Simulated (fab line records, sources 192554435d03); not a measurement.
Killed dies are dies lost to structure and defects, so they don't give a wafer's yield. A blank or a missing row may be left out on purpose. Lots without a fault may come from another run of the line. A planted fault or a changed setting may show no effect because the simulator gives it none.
fab line records | flow n5_finfet | part 1 of 2: steps 1 to 20 of 27
record lots=5 wafers=15 last_day=15
route steps=1938 shown BEOL_M5@1134
lots that met no fault: from a run of the same line without faults
start_h: hours from the record's first day to the start of the lot's first wafer shown | wait_h: hours since the lot's step before | " the same as in the row above | L1.1+2: a row that stands for several wafers | - no value, or no start given | * or withheld: withheld | < > ~ a bound
route shown NAME@n: a module of which the file shows steps, and the number in the route of the first | usual: mean/standard deviation of fault-free wafers | same: alike in all rows | chamber/n: place in a boat | sites: the reading at each site | _std_site: their standard deviation | _edge_site: outer sites' mean less inner sites' | radius_mm: how far each site lies from the wafer's centre | mask NAME#n: copy n | behind: the tool/chamber that last shaped the wafer | hold: why the lot was held/for how many hours/how that ended | device: the transistor (n, p or np) that didn't switch | end of line: the same wafers' tests at the end of the route | a step without rows: its recipe alone | killed: dies lost to structure and defects at the first sort, not the wafer's yield | map: a wafer's dies, x killed, . not, _ none there
set.NAME: the setting as run; set.NAME@STEP: as run at that earlier step | model.NAME: the simulator's own value behind a step, which no gauge read
lots at some steps of the route; a table a step, a row a wafer
services: from which hour (start_h, from the record's first day; less than 0 if before it) a tool's chamber was out of use, for how many hours, and why
## steps
# step N5_BEOL_M5_STRIP_73
# recipe chemistry=N2/H2 temp_c=40 n2_flow_sccm=200 h2_flow_sccm=200 rf_frequency_hz=6e+07
# columns lot.wafer tool chamber start_h wait_h
L076.1+3+6 rie_diel-05 1,3,2 173.82 0.0
L078.2+4+6 rie_diel-04 3,2,3 191.57 0.0
L081.3+4+6 rie_diel-05 1,0,3 216.35 0.0
L084.2+5+6 rie_diel-04 1,3,2 238.00 0.0
L090.3+5+6 rie_diel-05 0,0,3 267.44 0.0
# step N5_BEOL_M5_STRIP_64
# recipe chemistry=CF4 resist=SiARC power_w=300 bias_power_w=75 pressure_mtorr=50 cf4_flow_sccm=150 rf_frequency_hz=6e+07
# usual bias_power_w=74.96/0.22 drypump_motor_current_A=5.8/0.4 oes_product_au=0.74/0.052 rf_vpp_V=271.6/1.3 showerhead_plenum_p_Torr=1.81/0.044 throttle_valve_pct=13.66/0.16
# columns lot.wafer tool chamber start_h wait_h bias_power_w drypump_motor_current_A oes_product_au rf_hours_counter_h rf_vpp_V showerhead_plenum_p_Torr throttle_valve_pct
L076.1 rie_diel-05 1 173.83 0.0 75.11 5.8 0.73 165 272.0 1.86 13.66
L076.3 " 3 " " 75.05 5.7 0.83 49 272.8 1.88 13.48
L076.6 " 2 " " 74.71 5.7 0.72 - 271.3 1.85 13.88
L078.2 rie_diel-04 3 191.58 0.0 74.79 6.5 0.71 177 270.0 1.78 13.57
L078.4 " 2 " " 74.81 6.5 0.72 206 270.1 1.78 13.61
L078.6 " 3 " " 75.00 6.5 0.71 - 272.6 1.78 13.57
L081.3 rie_diel-05 1 216.36 0.0 74.70 5.8 0.72 178 273.2 1.86 13.69
L081.4 " 0 " " 74.94 5.2 0.78 97 272.3 1.80 13.70
L081.6 " 3 " " 74.86 5.7 0.82 - 274.0 1.88 13.51
L084.2 rie_diel-04 1 238.01 0.0 74.78 6.2 0.74 161 271.3 1.79 13.80
L084.5 " 3 " " 74.93 6.4 0.70 - 270.2 1.78 13.59
L084.6 " 2 " " 74.61 6.5 0.71 - 273.1 1.78 13.64
L090.3 rie_diel-05 0 267.45 0.0 75.45 5.2 0.77 112 272.8 1.80 13.75
L090.5 " 0 " " 74.93 5.2 0.77 - 269.7 1.80 13.73
L090.6 " 3 " " 74.92 5.7 0.80 - 273.3 1.88 13.55
# step N5_BEOL_M5_HM_OPEN_17
# recipe chemistry=Cl2/BCl3 target_depth_a=200 overetch_a=60 target=TiN mask_material=SOC ion_energy_ev=150 pressure_mtorr=10 icp_w=1000 bias_w=126 Cl2_flow_sccm=53.25 bcl3_flow_sccm=21.75 Ar_flow_sccm=25
# usual drypump_motor_current_A=5.7/0.32 oes_ar_750_au=0.77/0.09 oes_product_au=0.66/0.08 throttle_valve_pct=22.20/0.3
# columns lot.wafer tool chamber start_h wait_h drypump_motor_current_A oes_ar_750_au oes_product_au rf_hours_counter_h throttle_valve_pct
L076.1 rie_metal-01 1 173.87 0.0 5.4 0.78 0.66 36 22.59
L076.3 " 1 " " 5.4 0.79 0.65 - 22.61
L076.6 " 0 " " 6.0 0.70 0.60 - 21.97
L078.2 rie_metal-03 1 191.62 0.0 5.4 0.95 0.80 3 21.69
L078.4 " 0 " " 6.3 0.77 0.66 - 22.28
L078.6 " 1 " " 5.4 0.94 0.82 - 21.69
L081.3 rie_metal-01 0 216.43 0.1 6.0 0.70 0.59 - 21.99
L081.4 " 1 " " 5.5 0.77 0.66 - 22.59
L081.6 " 1 " " 5.4 0.78 0.66 - 22.57
L084.2 rie_metal-01 0 238.05 0.0 6.0 0.70 0.59 74 21.99
L084.5 " 0 " " 6.0 0.70 0.59 - 21.99
L084.6 " 1 " " 5.5 0.77 0.65 - 22.59
L090.3 rie_metal-02 0 267.52 0.1 5.3 0.95 0.82 - 21.98
L090.5 " 1 " " 5.9 0.71 0.60 - 22.37
L090.6 " 0 " " 5.3 0.94 0.81 - 21.98
# step N5_BEOL_M5_STRIP_19
# recipe chemistry=O2 power_w=400 temp_c=40 pressure_mtorr=30 rf_frequency_hz=6e+07 bias_power_w=0 overash_fraction=0.2 o2_flow_sccm=225
# usual drypump_motor_current_A=5.9/0.41 oes_product_au=0.75/0.054 rf_vpp_V=3.7/0.51 showerhead_plenum_p_Torr=2.11/0.054 throttle_valve_pct=16.74/0.14
# same bias_power_w=0
# columns lot.wafer tool chamber start_h wait_h drypump_motor_current_A oes_product_au rf_hours_counter_h rf_vpp_V showerhead_plenum_p_Torr throttle_valve_pct
L076.1 rie_diel-05 0 173.99 0.1 5.2 0.80 84 3.5 2.11 16.82
L076.3 " 2 " " 5.7 0.73 198 3.3 2.16 16.92
L076.6 " 2 " " 5.7 0.72 - 3.7 2.16 16.92
L078.2 rie_diel-03 1 191.78 0.1 6.1 0.88 39 3.1 2.05 16.51
L078.4 " 3 " " 5.6 0.70 211 3.7 2.07 16.81
L078.6 " 3 " " 5.6 0.70 - 3.4 2.08 16.82
L081.3 rie_diel-03 2 216.52 0.1 5.4 0.74 191 3.6 2.09 16.56
L081.4 " 1 " " 6.1 0.87 47 4.1 2.05 16.53
L081.6 " 1 " " 6.0 0.86 - 3.7 2.05 16.53
L084.2 rie_diel-04 3 238.16 0.1 6.5 0.70 190 3.9 2.09 16.71
L084.5 " 2 " " 6.5 0.72 - 3.9 2.08 16.66
L084.6 " 3 " " 6.4 0.70 - 3.9 2.09 16.69
L090.3 rie_diel-04 2 267.68 0.1 6.5 0.71 228 3.1 2.08 16.70
L090.5 " 1 " " 6.2 0.73 - 3.0 2.09 16.91
L090.6 " 0 " " 5.4 0.82 - 3.0 2.22 16.55
# step N5_BEOL_M5_CD_MEAS_18
# recipe pitch_nm=56 target_cd_nm=28
# usual cd_nm=28.0/0.31
# columns lot.wafer tool chamber start_h wait_h cd_nm
L076.1 cd_sem-01 - 174.06 0.0 28.6
L076.3 " - " " 28.2
L076.6 " - " " 27.9
L078.2 cd_sem-03 - 191.85 0.1 27.8
L078.4 " - " " 27.9
L078.6 " - " " 28.1
L081.3 cd_sem-03 - 216.59 0.1 27.9
L081.4 " - " " 28.1
L081.6 " - " " 28.4
L084.2 cd_sem-03 - 238.24 0.1 28.1
L084.5 " - " " 28.3
L084.6 " - " " 27.4
L090.3 cd_sem-03 - 267.76 0.1 28.1
L090.5 " - " " 28.0
L090.6 " - " " 28.4
# step N5_BEOL_M5_COAT_65
# recipe resist=SOC temp_c=250 time_s=60 spin_rpm=1500 resist_thk_nm=60
# usual spin_speed_rpm=1500.0/1.1
# columns lot.wafer tool chamber start_h wait_h spin_speed_rpm
L076.1 litho_track-01 0 179.23 5.2 1497.7
L076.3 " 0 " " 1496.7
L076.6 " 0 " " 1499.0
L078.2 litho_track-03 0 191.89 0.0 1499.7
L078.4 " 0 " " 1501.2
L078.6 " 0 " " 1499.7
L081.3 litho_track-03 0 216.88 0.3 1500.7
L081.4 " 0 " " 1499.9
L081.6 " 0 " " 1500.3
L084.2 litho_track-01 0 241.35 3.1 1502.1
L084.5 " 0 " " 1499.2
L084.6 " 0 " " 1501.8
L090.3 litho_track-02 0 272.44 4.7 1498.9
L090.5 " 0 " " 1500.7
L090.6 " 0 " " 1499.9
# step N5_BEOL_M5_COAT_66
# recipe resist=SiARC temp_c=220 time_s=60 spin_rpm=1500 resist_thk_nm=12
# usual spin_speed_rpm=1500.0/1.2
# columns lot.wafer tool chamber start_h wait_h spin_speed_rpm
L076.1 litho_track-01 0 - - 1503.7
L076.3 " 0 " " 1501.4
L076.6 " 0 " " 1501.1
L078.2 litho_track-03 0 - - 1500.8
L078.4 " 0 " " 1501.5
L078.6 " 0 " " 1500.7
L081.3 litho_track-03 0 - - 1499.7
L081.4 " 0 " " 1499.9
L081.6 " 0 " " 1500.1
L084.2 litho_track-01 0 - - 1499.0
L084.5 " 0 " " 1496.6
L084.6 " 0 " " 1500.4
L090.3 litho_track-02 0 - - 1500.2
L090.5 " 0 " " 1499.4
L090.6 " 0 " " 1500.7
# step N5_BEOL_M5_COAT_74
# recipe resist=underlayer temp_c=205 time_s=60 spin_rpm=1500 resist_thk_nm=5
# usual spin_speed_rpm=1500.0/1.3
# columns lot.wafer tool chamber start_h wait_h spin_speed_rpm
L076.1 litho_track-01 0 - - 1498.9
L076.3 " 0 " " 1496.4
L076.6 " 0 " " 1500.4
L078.2 litho_track-03 0 - - 1499.3
L078.4 " 0 " " 1500.4
L078.6 " 0 " " 1499.7
L081.3 litho_track-03 0 - - 1501.5
L081.4 " 0 " " 1498.7
L081.6 " 0 " " 1499.1
L084.2 litho_track-01 0 - - 1499.6
L084.5 " 0 " " 1500.7
L084.6 " 0 " " 1498.8
L090.3 litho_track-02 0 - - 1501.7
L090.5 " 0 " " 1501.7
L090.6 " 0 " " 1502.4
# step N5_BEOL_M5_COAT_22
# recipe resist=CAR-EUV spin_rpm=1500 resist_thk_nm=30
# usual spin_speed_rpm=1500.1/1.1
# columns lot.wafer tool chamber start_h wait_h spin_speed_rpm
L076.1 litho_track-01 0 - - 1499.5
L076.3 " 0 " " 1501.2
L076.6 " 0 " " 1501.3
L078.2 litho_track-03 0 - - 1500.7
L078.4 " 0 " " 1501.1
L078.6 " 0 " " 1500.0
L081.3 litho_track-03 0 - - 1500.7
L081.4 " 0 " " 1499.6
L081.6 " 0 " " 1499.5
L084.2 litho_track-01 0 - - 1501.4
L084.5 " 0 " " 1499.7
L084.6 " 0 " " 1501.8
L090.3 litho_track-02 0 - - 1500.1
L090.5 " 0 " " 1500.7
L090.6 " 0 " " 1500.7
# step N5_BEOL_M5_EBR_24
# recipe solvent=PGMEA ebr_width_mm=1.5
# columns lot.wafer tool chamber start_h wait_h
L076.1+3+6 litho_track-01 0 - -
L078.2+4+6 litho_track-03 0 - -
L081.3+4+6 litho_track-03 0 - -
L084.2+5+6 litho_track-01 0 - -
L090.3+5+6 litho_track-02 0 - -
# step N5_BEOL_M5_SOFTBAKE_23
# recipe temp_c=110 time_s=60 resist=CAR-EUV
# columns lot.wafer tool chamber start_h wait_h
L076.1+3+6 litho_track-01 0 - -
L078.2+4+6 litho_track-03 0 - -
L081.3+4+6 litho_track-03 0 - -
L084.2+5+6 litho_track-01 0 - -
L090.3+5+6 litho_track-02 0 - -
# step N5_BEOL_M5_EXPOSE_25
# recipe mask_id=V4 na=0.33 source_shape=quasar sigma_inner=0.2 sigma_outer=0.6 polarization=unpolarized defocus_nm=10 dose_mj=52.75
# same dipole_opening_deg=60 sigma_outer=0.6
# columns lot.wafer tool chamber start_h wait_h mask
L076.1+3+6 euv_scanner-01 0 179.37 - V4#0
L078.2+4+6 euv_scanner-01 0 192.03 - V4#0
L081.3+4+6 euv_scanner-01 0 217.07 - V4#0
L084.2+5+6 euv_scanner-02 0 241.62 - V4#0
L090.3+5+6 euv_scanner-01 0 272.59 - V4#0
# step N5_BEOL_M5_PEB_26
# recipe peb_temp_c=100 peb_time_s=60 resist=CAR-EUV
# columns lot.wafer tool chamber start_h wait_h
L076.1+3+6 litho_track-02 0 179.44 0.1
L078.2+4+6 litho_track-01 0 192.10 0.1
L081.3+4+6 litho_track-03 0 217.13 0.0
L084.2+5+6 litho_track-01 0 241.68 0.1
L090.3+5+6 litho_track-03 0 272.65 0.0
# step N5_BEOL_M5_DEVELOP_27
# recipe develop_time_s=30 developer=TMAH resist=CAR-EUV rinse_liquid=surfactant_rinse dry=air_spin dev_temp_c=23
# columns lot.wafer tool chamber start_h wait_h
L076.1+3+6 litho_track-02 0 - -
L078.2+4+6 litho_track-01 0 - -
L081.3+4+6 litho_track-03 0 - -
L084.2+5+6 litho_track-01 0 - -
L090.3+5+6 litho_track-03 0 - -
# step N5_BEOL_M5_CD_MEAS_28
# recipe target_cd_nm=30.6 landing_energy_ev=500 detector=se_inlens target_cd_y_nm=20 polarity=opening
# usual cd_nm=30.61/0.26
# columns lot.wafer tool chamber start_h wait_h cd_nm
L076.1 cd_sem-02 0 179.50 - 30.83
L076.3 " 0 " " 30.53
L076.6 " 0 " " 30.65
L078.2 cd_sem-03 0 192.17 - 30.96
L078.4 " 0 " " 31.21
L078.6 " 0 " " 31.00
L081.3 cd_sem-02 0 217.19 - 31.11
L081.4 " 0 " " 30.29
L081.6 " 0 " " 30.78
L084.2 cd_sem-03 0 241.75 - 30.51
L084.5 " 0 " " 30.96
L084.6 " 0 " " 31.21
L090.3 cd_sem-03 0 272.72 - 30.29
L090.5 " 0 " " 30.07
L090.6 " 0 " " 30.28
# step N5_BEOL_M5_OVL_MEAS_29
# recipe points_per_wafer=522
# usual V4_OVL=-0.3/0.76
# columns lot.wafer tool chamber start_h wait_h V4_OVL[nm]
L076.1 overlay-01 0 179.53 0.0 1.3
L076.3 " 0 " " -0.1
L076.6 " 0 " " 0.2
L078.2 overlay-01 0 192.20 0.0 -1.3
L078.4 " 0 " " -0.9
L078.6 " 0 " " 0.0
L081.3 overlay-01 0 217.23 0.0 0.3
L081.4 " 0 " " 1.1
L081.6 " 0 " " -0.4
L084.2 overlay-02 0 241.78 0.0 -0.1
L084.5 " 0 " " -0.4
L084.6 " 0 " " 0.2
L090.3 overlay-01 0 272.76 0.0 -1.1
L090.5 " 0 " " -0.1
L090.6 " 0 " " 0.9
# step N5_BEOL_M5_INSPECT_30
# recipe mode=adi inspect_instrument=brightfield
# usual raw_defect_count=397/100
# columns lot.wafer tool chamber start_h wait_h raw_defect_count
L076.1 defect_inspect-01 - 179.59 0.1 362
L076.3 " - " " 413
L076.6 " - " " 302
L078.2 defect_inspect-01 - 192.26 0.1 457
L078.4 " - " " 373
L078.6 " - " " 420
L081.3 defect_inspect-01 - 217.28 0.0 393
L081.4 " - " " 430
L081.6 " - " " 455
L084.2 defect_inspect-01 - 241.84 0.0 271
L084.5 " - " " 288
L084.6 " - " " 532
L090.3 defect_inspect-02 - 272.81 0.0 483
L090.5 " - " " 491
L090.6 " - " " 383
# step N5_BEOL_M5_DESCUM_33
# recipe chemistry=O2 time_s=7 source_power_w=50 bias_power_w=20 pressure_mtorr=20 rf_frequency_hz=2.712e+07 temp_c=40 resist=CAR-EUV o2_flow_sccm=225
# usual bias_power_w=20.00/0.065 drypump_motor_current_A=5.9/0.42 oes_product_au=0.75/0.055 rf_vpp_V=243.3/1.2 showerhead_plenum_p_Torr=2.10/0.053 throttle_valve_pct=20.47/0.13
# columns lot.wafer tool chamber start_h wait_h bias_power_w drypump_motor_current_A oes_product_au rf_hours_counter_h rf_vpp_V showerhead_plenum_p_Torr throttle_valve_pct
L076.1 rie_diel-03 3 179.63 0.0 19.90 5.6 0.70 207 244.0 2.07 20.54
L076.3 " 0 " " 20.02 6.3 0.73 203 242.2 2.07 20.42
L076.6 " 0 " " 19.96 6.3 0.73 - 242.0 2.07 20.41
L078.2 rie_diel-03 1 192.74 0.5 20.03 6.0 0.88 39 243.0 2.05 20.33
L078.4 " 0 " " 19.93 6.4 0.73 207 243.4 2.06 20.41
L078.6 " 0 " " 19.93 6.4 0.73 - 242.5 2.06 20.42
L081.3 rie_diel-03 2 217.31 0.0 20.05 5.4 0.74 191 242.5 2.08 20.30
L081.4 " 0 " " 20.04 6.3 0.72 215 242.2 2.06 20.43
L081.6 " 2 " " 20.02 5.5 0.73 - 241.9 2.08 20.30
L084.2 rie_diel-04 0 241.87 0.0 20.04 5.4 0.83 80 245.1 2.22 20.31
L084.5 " 0 " " 19.98 5.4 0.84 - 245.1 2.22 20.31
L084.6 " 3 " " 19.94 6.4 0.70 - 242.4 2.09 20.44
L090.3 rie_diel-04 1 272.84 0.0 20.02 6.2 0.75 173 242.8 2.08 20.68
L090.5 " 0 " " 19.98 5.4 0.81 - 245.6 2.21 20.32
L090.6 " 1 " " 20.06 6.1 0.74 - 243.7 2.09 20.65
# step N5_BEOL_M5_ETCH_75
# recipe chemistry=N2/H2 target=underlayer target_depth_a=65 mask_material=CAR-EUV time_s=5.2 ion_energy_ev=200 pressure_mtorr=30 source_w=840 bias_w=150 n2_flow_sccm=200 h2_flow_sccm=200 ends=cleared
# usual drypump_motor_current_A=6.0/0.42 etch_rf_on_time_s=5.19/0.094 oes_product_au=0.64/0.048 rf_vpp_V=524.1/2.1 showerhead_plenum_p_Torr=2.56/0.066 throttle_valve_pct=17.93/0.15
# columns lot.wafer tool chamber start_h wait_h drypump_motor_current_A etch_rf_on_time_s oes_product_au rf_hours_counter_h rf_vpp_V showerhead_plenum_p_Torr throttle_valve_pct
L076.1 rie_diel-03 3 179.66 0.0 5.6 5.11 0.60 207 523.5 2.52 17.96
L076.3 " 0 " " 6.4 5.16 0.63 203 524.2 2.51 17.88
L076.6 " 0 " " 6.4 5.13 0.62 - 523.3 2.51 17.84
L078.2 rie_diel-03 1 192.78 0.0 6.0 5.03 0.75 39 522.4 2.49 17.80
L078.4 " 0 " " 6.3 5.19 0.63 207 521.6 2.51 17.89
L078.6 " 0 " " 6.4 5.11 0.62 - 522.4 2.51 17.87
L081.3 rie_diel-03 2 217.35 0.0 5.5 5.11 0.63 191 523.6 2.52 17.75
L081.4 " 0 " " 6.4 5.17 0.62 215 521.9 2.51 17.89
L081.6 " 2 " " 5.4 5.08 0.63 - 522.4 2.52 17.72
L084.2 rie_diel-04 0 241.91 0.0 5.4 5.05 0.71 80 528.2 2.68 17.69
L084.5 " 0 " " 5.4 5.08 0.70 - 527.8 2.69 17.70
L084.6 " 3 " " 6.4 5.28 0.59 - 524.8 2.53 17.87
L090.3 rie_diel-04 1 272.87 0.0 6.3 5.26 0.63 173 522.3 2.54 18.15
L090.5 " 0 " " 5.4 5.08 0.70 - 527.5 2.68 17.67
L090.6 " 1 " " 6.2 5.20 0.63 - 523.4 2.54 18.12
# step N5_BEOL_M5_ETCH_67
# recipe chemistry=CF4 target=SiARC target_depth_a=156 mask_material=CAR-EUV time_s=26 ion_energy_ev=80 pressure_mtorr=40 source_w=545 bias_w=36 Ar_flow_sccm=100 cf4_flow_sccm=100 ends=cleared
# usual drypump_motor_current_A=5.9/0.42 etch_rf_on_time_s=26.0/0.47 oes_product_au=0.64/0.048 rf_vpp_V=184.1/1 showerhead_plenum_p_Torr=2.15/0.051 throttle_valve_pct=15.65/0.15
# columns lot.wafer tool chamber start_h wait_h drypump_motor_current_A etch_rf_on_time_s oes_product_au rf_hours_counter_h rf_vpp_V showerhead_plenum_p_Torr throttle_valve_pct
L076.1 rie_diel-03 3 179.68 0.0 5.6 25.5 0.61 207 185.2 2.12 15.75
L076.3 " 0 " " 6.4 25.5 0.63 203 184.0 2.12 15.67
L076.6 " 0 " " 6.4 25.6 0.63 - 183.4 2.12 15.69
L078.2 rie_diel-03 1 192.79 0.0 6.0 25.2 0.76 39 184.0 2.09 15.40
L078.4 " 0 " " 6.3 25.4 0.63 207 183.8 2.12 15.70
L078.6 " 0 " " 6.3 25.8 0.62 - 183.8 2.12 15.69
L081.3 rie_diel-03 2 217.36 0.0 5.4 25.5 0.63 191 183.1 2.13 15.50
L081.4 " 0 " " 6.4 25.6 0.62 215 184.4 2.12 15.70
L081.6 " 2 " " 5.5 25.3 0.63 - 183.3 2.13 15.50
L084.2 rie_diel-04 0 241.92 0.0 5.4 25.7 0.70 80 185.3 2.25 15.41
L084.5 " 0 " " 5.4 25.3 0.72 - 184.2 2.25 15.42
L084.6 " 3 " " 6.5 26.3 0.60 - 182.1 2.13 15.60
L090.3 rie_diel-04 1 272.89 0.0 6.2 26.3 0.62 173 184.4 2.13 15.84
L090.5 " 0 " " 5.4 25.7 0.70 - 184.6 2.25 15.44
L090.6 " 1 " " 6.2 26.4 0.63 - 184.1 2.13 15.86
